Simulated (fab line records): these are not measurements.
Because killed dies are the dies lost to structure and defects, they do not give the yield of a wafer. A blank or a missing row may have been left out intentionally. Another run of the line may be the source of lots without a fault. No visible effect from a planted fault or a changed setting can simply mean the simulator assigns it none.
Split-lot study :: flow n5_finfet :: on a route of 1938 steps: 7 lots, 39 wafers read

## ABOUT THE SPLIT
At N5_BEOL_M2_CVD_47 (deposits Co from CCTBA/H2, target thk 3 nm, time 223.8 s), the setting target_thk_a was moved away from the recipe's 30 angstrom on 15 of the 39 wafers read, by -28.4% to +34.2%. For the rest of the wafers, this setting stayed at what the recipe calls for.

The split's own step is where the reading is taken.

## THE READING
Co_of_BEOL_M2_CVD_47.thk_nm (the simulator's own value, which no gauge read), in nm, at N5_BEOL_M2_CVD_47 (deposits Co from CCTBA/H2, target thk 3 nm, time 223.8 s). The file gives no usual value for it. Here, 24 wafers ran the recipe; their average is 3.0 nm with a standard deviation of 0.1 nm.

wafer: L079.1
tool, chamber at the split: cvd_co-02, 1,0
target_thk_a as run, angstrom: 30
against the recipe: recipe
Co_of_BEOL_M2_CVD_47.thk_nm, nm: 3
against lot-mates on the recipe: -

wafer: L079.6
tool, chamber at the split: cvd_co-02, 1,0
target_thk_a as run, angstrom: 30
against the recipe: recipe
Co_of_BEOL_M2_CVD_47.thk_nm, nm: 3
against lot-mates on the recipe: -

wafer: L079.3
tool, chamber at the split: cvd_co-02, 2
target_thk_a as run, angstrom: 30
against the recipe: recipe
Co_of_BEOL_M2_CVD_47.thk_nm, nm: 3.2
against lot-mates on the recipe: -

wafer: L081.1
tool, chamber at the split: cvd_co-01, 2,1
target_thk_a as run, angstrom: 35.33
against the recipe: +17.8%
Co_of_BEOL_M2_CVD_47.thk_nm, nm: 3.6
against lot-mates on the recipe: +0.6

wafer: L081.2
tool, chamber at the split: cvd_co-01, 2,1
target_thk_a as run, angstrom: 35.33
against the recipe: +17.8%
Co_of_BEOL_M2_CVD_47.thk_nm, nm: 3.6
against lot-mates on the recipe: +0.6

wafer: L081.3
tool, chamber at the split: cvd_co-01, 0,1,2
target_thk_a as run, angstrom: 30
against the recipe: recipe
Co_of_BEOL_M2_CVD_47.thk_nm, nm: 3
against lot-mates on the recipe: -

wafer: L081.4
tool, chamber at the split: cvd_co-01, 0,1,2
target_thk_a as run, angstrom: 30
against the recipe: recipe
Co_of_BEOL_M2_CVD_47.thk_nm, nm: 3
against lot-mates on the recipe: -

wafer: L081.6
tool, chamber at the split: cvd_co-01, 0,1,2
target_thk_a as run, angstrom: 30
against the recipe: recipe
Co_of_BEOL_M2_CVD_47.thk_nm, nm: 3
against lot-mates on the recipe: -

wafer: L081.5
tool, chamber at the split: cvd_co-01, 0
target_thk_a as run, angstrom: 35.33
against the recipe: +17.8%
Co_of_BEOL_M2_CVD_47.thk_nm, nm: 3.4
against lot-mates on the recipe: +0.4

wafer: L084.1
tool, chamber at the split: cvd_co-02, 1,0
target_thk_a as run, angstrom: 30
against the recipe: recipe
Co_of_BEOL_M2_CVD_47.thk_nm, nm: 3
against lot-mates on the recipe: -

wafer: L084.2
tool, chamber at the split: cvd_co-02, 1,0
target_thk_a as run, angstrom: 30
against the recipe: recipe
Co_of_BEOL_M2_CVD_47.thk_nm, nm: 3
against lot-mates on the recipe: -

wafer: L084.3
tool, chamber at the split: cvd_co-02, 1
target_thk_a as run, angstrom: 30
against the recipe: recipe
Co_of_BEOL_M2_CVD_47.thk_nm, nm: 2.8
against lot-mates on the recipe: -

wafer: L084.4
tool, chamber at the split: cvd_co-02, 0,0,1
target_thk_a as run, angstrom: 40.27
against the recipe: +34.2%
Co_of_BEOL_M2_CVD_47.thk_nm, nm: 4
against lot-mates on the recipe: +1.1

wafer: L084.5
tool, chamber at the split: cvd_co-02, 0,0,1
target_thk_a as run, angstrom: 40.27
against the recipe: +34.2%
Co_of_BEOL_M2_CVD_47.thk_nm, nm: 4
against lot-mates on the recipe: +1.1

wafer: L084.6
tool, chamber at the split: cvd_co-02, 0,0,1
target_thk_a as run, angstrom: 40.27
against the recipe: +34.2%
Co_of_BEOL_M2_CVD_47.thk_nm, nm: 4
against lot-mates on the recipe: +1.1

wafer: L085.1
tool, chamber at the split: cvd_co-01, 0,2,0
target_thk_a as run, angstrom: 34.79
against the recipe: +16.0%
Co_of_BEOL_M2_CVD_47.thk_nm, nm: 3.6
against lot-mates on the recipe: +0.5

wafer: L085.2
tool, chamber at the split: cvd_co-01, 0,2,0
target_thk_a as run, angstrom: 34.79
against the recipe: +16.0%
Co_of_BEOL_M2_CVD_47.thk_nm, nm: 3.6
against lot-mates on the recipe: +0.5

wafer: L085.6
tool, chamber at the split: cvd_co-01, 0,2,0
target_thk_a as run, angstrom: 34.79
against the recipe: +16.0%
Co_of_BEOL_M2_CVD_47.thk_nm, nm: 3.6
against lot-mates on the recipe: +0.5

wafer: L085.3
tool, chamber at the split: cvd_co-01, 1,2
target_thk_a as run, angstrom: 30
against the recipe: recipe
Co_of_BEOL_M2_CVD_47.thk_nm, nm: 3.2
against lot-mates on the recipe: -

wafer: L085.5
tool, chamber at the split: cvd_co-01, 1,2
target_thk_a as run, angstrom: 30
against the recipe: recipe
Co_of_BEOL_M2_CVD_47.thk_nm, nm: 3.2
against lot-mates on the recipe: -

wafer: L085.4
tool, chamber at the split: cvd_co-01, 1
target_thk_a as run, angstrom: 30
against the recipe: recipe
Co_of_BEOL_M2_CVD_47.thk_nm, nm: 3
against lot-mates on the recipe: -

wafer: L088.1
tool, chamber at the split: cvd_co-02, 2,0
target_thk_a as run, angstrom: 30
against the recipe: recipe
Co_of_BEOL_M2_CVD_47.thk_nm, nm: 3
against lot-mates on the recipe: -

wafer: L088.2
tool, chamber at the split: cvd_co-02, 2,0
target_thk_a as run, angstrom: 30
against the recipe: recipe
Co_of_BEOL_M2_CVD_47.thk_nm, nm: 3
against lot-mates on the recipe: -

wafer: L088.3
tool, chamber at the split: cvd_co-02, 1
target_thk_a as run, angstrom: 39.38
against the recipe: +31.3%
Co_of_BEOL_M2_CVD_47.thk_nm, nm: 4
against lot-mates on the recipe: +0.9

wafer: L088.4
tool, chamber at the split: cvd_co-02, 0,1
target_thk_a as run, angstrom: 39.38
against the recipe: +31.3%
Co_of_BEOL_M2_CVD_47.thk_nm, nm: 3.8
against lot-mates on the recipe: +0.7

wafer: L088.6
tool, chamber at the split: cvd_co-02, 0,1
target_thk_a as run, angstrom: 39.38
against the recipe: +31.3%
Co_of_BEOL_M2_CVD_47.thk_nm, nm: 3.8
against lot-mates on the recipe: +0.7

wafer: L088.5
tool, chamber at the split: cvd_co-02, 2
target_thk_a as run, angstrom: 30
against the recipe: recipe
Co_of_BEOL_M2_CVD_47.thk_nm, nm: 3.2
against lot-mates on the recipe: -

wafer: L091.1
tool, chamber at the split: cvd_co-02, 0,1,1,0
target_thk_a as run, angstrom: 30
against the recipe: recipe
Co_of_BEOL_M2_CVD_47.thk_nm, nm: 3
against lot-mates on the recipe: -

wafer: L091.3
tool, chamber at the split: cvd_co-02, 0,1,1,0
target_thk_a as run, angstrom: 30
against the recipe: recipe
Co_of_BEOL_M2_CVD_47.thk_nm, nm: 3
against lot-mates on the recipe: -

wafer: L091.4
tool, chamber at the split: cvd_co-02, 0,1,1,0
target_thk_a as run, angstrom: 30
against the recipe: recipe
Co_of_BEOL_M2_CVD_47.thk_nm, nm: 3
against lot-mates on the recipe: -

wafer: L091.6
tool, chamber at the split: cvd_co-02, 0,1,1,0
target_thk_a as run, angstrom: 30
against the recipe: recipe
Co_of_BEOL_M2_CVD_47.thk_nm, nm: 3
against lot-mates on the recipe: -

wafer: L091.2
tool, chamber at the split: cvd_co-02, 2
target_thk_a as run, angstrom: 30
against the recipe: recipe
Co_of_BEOL_M2_CVD_47.thk_nm, nm: 3.2
against lot-mates on the recipe: -

wafer: L091.5
tool, chamber at the split: cvd_co-02, 2
target_thk_a as run, angstrom: 30
against the recipe: recipe
Co_of_BEOL_M2_CVD_47.thk_nm, nm: 3.2
against lot-mates on the recipe: -

wafer: L095.1
tool, chamber at the split: cvd_co-02, 2
target_thk_a as run, angstrom: 21.48
against the recipe: -28.4%
Co_of_BEOL_M2_CVD_47.thk_nm, nm: 2.2
against lot-mates on the recipe: -0.8

wafer: L095.6
tool, chamber at the split: cvd_co-02, 2
target_thk_a as run, angstrom: 21.48
against the recipe: -28.4%
Co_of_BEOL_M2_CVD_47.thk_nm, nm: 2.2
against lot-mates on the recipe: -0.8

wafer: L095.2
tool, chamber at the split: cvd_co-02, 0,0,1
target_thk_a as run, angstrom: 30
against the recipe: recipe
Co_of_BEOL_M2_CVD_47.thk_nm, nm: 3
against lot-mates on the recipe: -

wafer: L095.4
tool, chamber at the split: cvd_co-02, 0,0,1
target_thk_a as run, angstrom: 30
against the recipe: recipe
Co_of_BEOL_M2_CVD_47.thk_nm, nm: 3
against lot-mates on the recipe: -

wafer: L095.5
tool, chamber at the split: cvd_co-02, 0,0,1
target_thk_a as run, angstrom: 30
against the recipe: recipe
Co_of_BEOL_M2_CVD_47.thk_nm, nm: 3
against lot-mates on the recipe: -

wafer: L095.3
tool, chamber at the split: cvd_co-02, 1
target_thk_a as run, angstrom: 21.48
against the recipe: -28.4%
Co_of_BEOL_M2_CVD_47.thk_nm, nm: 2
against lot-mates on the recipe: -1.0
Where a row lists several chambers, the file gives one row for several wafers and doesn't say which wafer went through which chamber.

FIT RESULTS
A straight line over all 39 wafers: Co_of_BEOL_M2_CVD_47.thk_nm changes by +0.0292 nm for each +1% of target_thk_a; r = +0.98; the points scatter about the line by 0.1 nm.
The same after taking each lot's own level away (the mean of its wafers on the recipe; 39 wafers): +0.0293 nm for each +1%; r = +0.98; scatter 0.089 nm.
That fit puts the effect of the largest move of target_thk_a on the reading at 1 nm.
The lots' own levels span 2.93 to 3.13 nm, that is 2.0 times the standard deviation above.
The two slopes agree, so the slope changes little with the lot-to-lot level.
Check: for one of the wafers moved furthest among these (+34.2%), held out of the fit, the line's prediction against its lot-mates is +0.99 nm. It came out at +1.07 nm against them.

## THESE WAFERS: OTHER SPLITS
Before the reading, these wafers also passed through other splits. Each is held against what the fit with the lots' levels taken away leaves over:
other split on the same wafers: N5_FIN_SAQP_ETCH_69 target_depth_a
wafers away from the commonest value: 12
r with Co_of_BEOL_M2_CVD_47.thk_nm (lot level and that fit taken away): -0.29

other split on the same wafers: N5_SD_EPI_N_ETCH_16 target_depth_a
wafers away from the commonest value: 15
r with Co_of_BEOL_M2_CVD_47.thk_nm (lot level and that fit taken away): -0.21

other split on the same wafers: N5_HKMG_FIN_HK_ALD_01 ald_cycles
wafers away from the commonest value: 15
r with Co_of_BEOL_M2_CVD_47.thk_nm (lot level and that fit taken away): +0.05

other split on the same wafers: N5_MOL_CONTACT_COAG_ALD_27 time_s
wafers away from the commonest value: 18
r with Co_of_BEOL_M2_CVD_47.thk_nm (lot level and that fit taken away): +0.00

other split on the same wafers: N5_BEOL_M0_SAQP_ETCH_106 target_depth_a
wafers away from the commonest value: 15
r with Co_of_BEOL_M2_CVD_47.thk_nm (lot level and that fit taken away): +0.00

## FILE'S OWN FIT
Co_of_BEOL_M2_CVD_47.thk_nm changes by +0.0292 nm for each +1% of target_thk_a, r = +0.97.
